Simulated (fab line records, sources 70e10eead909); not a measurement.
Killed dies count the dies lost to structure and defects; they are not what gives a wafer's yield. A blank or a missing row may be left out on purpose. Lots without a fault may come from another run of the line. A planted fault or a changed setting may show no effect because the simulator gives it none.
A lot that was struck, set against a sound lot -- flow nand harc -- 19 out of 1159 route steps
Sound: the wafers L720.1, L720.2, L720.6. Struck: wafer L738.2 (L738.1, L738.4, from the same lot, were not struck and are left out); the cause is given at the end.
Order at every step that has rows: each side's tool, ch and its chambers, its first start. Under that, the readings that differ: sound wafers -- struck wafers -- difference of the means -- sigmas: that difference in standard deviations of wafers without a fault.
alike: same words and numbers on both sides, and readings whose means sit less than 2 such deviations apart. not compared: any withheld reading, any reading some wafer has no value for, any bound like >300 that may hide the same value, and any number with overlapping values for which the record gives no deviation.
A row with sigmas, a row that says differs or no value, or rows on one side alone: a step with any of these is where the two part. When numbers do not overlap yet have no deviation, they are printed without sigmas and do not part them. Lack of a reading on every wafer of one side parts them only where that side has two or more wafers.

first, 7 steps without rows for these wafers: NHARC_THIN_TSV_HMDS_26 (time 30 s); NHARC_THIN_TSV_COAT_27; NHARC_THIN_TSV_SOFTBAKE_28 (time 95 s); NHARC_THIN_TSV_EBR_29; NHARC_THIN_TSV_EXPOSE_30 (exposes mask PAD); NHARC_THIN_TSV_PEB_31 (peb time 85 s); NHARC_THIN_TSV_DEVELOP_32 (time 70 s).
NHARC_THIN_TSV_CD_MEAS_33 targets a cd of 5000 nm.
  sound on cd sem-01 ch 0, day 19 03:34; struck on cd sem-03 ch 0, day 23 12:02
  alike: cd nm
then, 1 step without rows for these wafers: NHARC_THIN_TSV_HARDBAKE_34 (time 80 s).
NHARC_THIN_TSV_DESCUM_35: chemistry O2, time 3 s.
  sound on rie diel-07 ch 2,3, day 19 03:44; struck on rie diel-01 ch 1, day 23 12:13
reading,sound,struck,difference,sigmas
drypump motor current A (A),6.6 6.6 6.6,4.8,-1.8,-3
  alike: oes product au, rf vpp V, showerhead plenum p Torr, throttle valve pct
  not compared: rf hours counter h
NHARC_THIN_TSV_ETCH_59: etches the open film in Cl2/BCl3, target depth 880 nm, time 138.1 s.
  sound on rie metal-02 ch 0,1, day 19 03:52; struck on rie metal-03 ch 0, day 23 12:20
  alike: drypump motor current A, mfc cl2 sccm, oes product au, throttle valve pct
  not compared: rf hours counter h
NHARC_THIN_TSV_ETCH_36: etches the open film in Cl2/BCl3, target depth 65 nm, time 18.571 s.
  sound on rie metal-02 ch 0,1, day 19 04:07; struck on rie metal-03 ch 0, day 23 12:35
  alike: drypump motor current A, oes product au
  not compared: rf hours counter h
NHARC_THIN_TSV_STRIP_56: strips in O2.
  sound on plasma asher-02 ch 0,1, day 19 04:13; struck on plasma asher-01 ch 1, day 23 13:38
  alike: drypump motor current A, heater power w
  not compared: rf hours counter h
then, 1 step without rows for these wafers: NHARC_THIN_TSV_STRIP_57 (strips in post etch residue remover, time 1200 s).
NHARC_THIN_TSV_CD_MEAS_37:
  struck on cd sem-03, day 23 14:26; sound on cd sem-03, day 19 05:01
  alike: cd nm
then, 1 step without rows for these wafers: NHARC_THIN_TSV_ANNEAL_58 (time 1800 s).
NHARC_THIN_TSV_INSPECT_40:
  struck on defect inspect-01, day 23 16:53; sound on defect inspect-02, day 19 08:17
reading,sound,struck,difference,sigmas
raw defect count,445 511 605,1755,+1235,+14
NHARC_END_WLT_00:
  struck on prober-02, day 23 16:56; sound on prober-02, day 19 08:20
  alike: VT_DECK1_BOTTOM, VT_DECK1_BOTTOM_INNER, VT_DECK1_MEDIAN_NEAR_BOTTOM, VT_DECK1_MEDIAN_NEAR_BOTTOM_INNER, VT_DECK1_MIDDLE, VT_DECK1_MIDDLE_INNER, VT_DECK1_TOP, VT_DECK1_TOP_INNER
NHARC_END_SORT_01:
  at this point the record logs the struck wafers (prober-02 ch 0, day 23 20:44) and has no rows for the sound ones

## WHERE THEY PART
First at NHARC_THIN_TSV_DESCUM_35; last, within this record, at NHARC_END_SORT_01.

WHY: what the simulator had put in
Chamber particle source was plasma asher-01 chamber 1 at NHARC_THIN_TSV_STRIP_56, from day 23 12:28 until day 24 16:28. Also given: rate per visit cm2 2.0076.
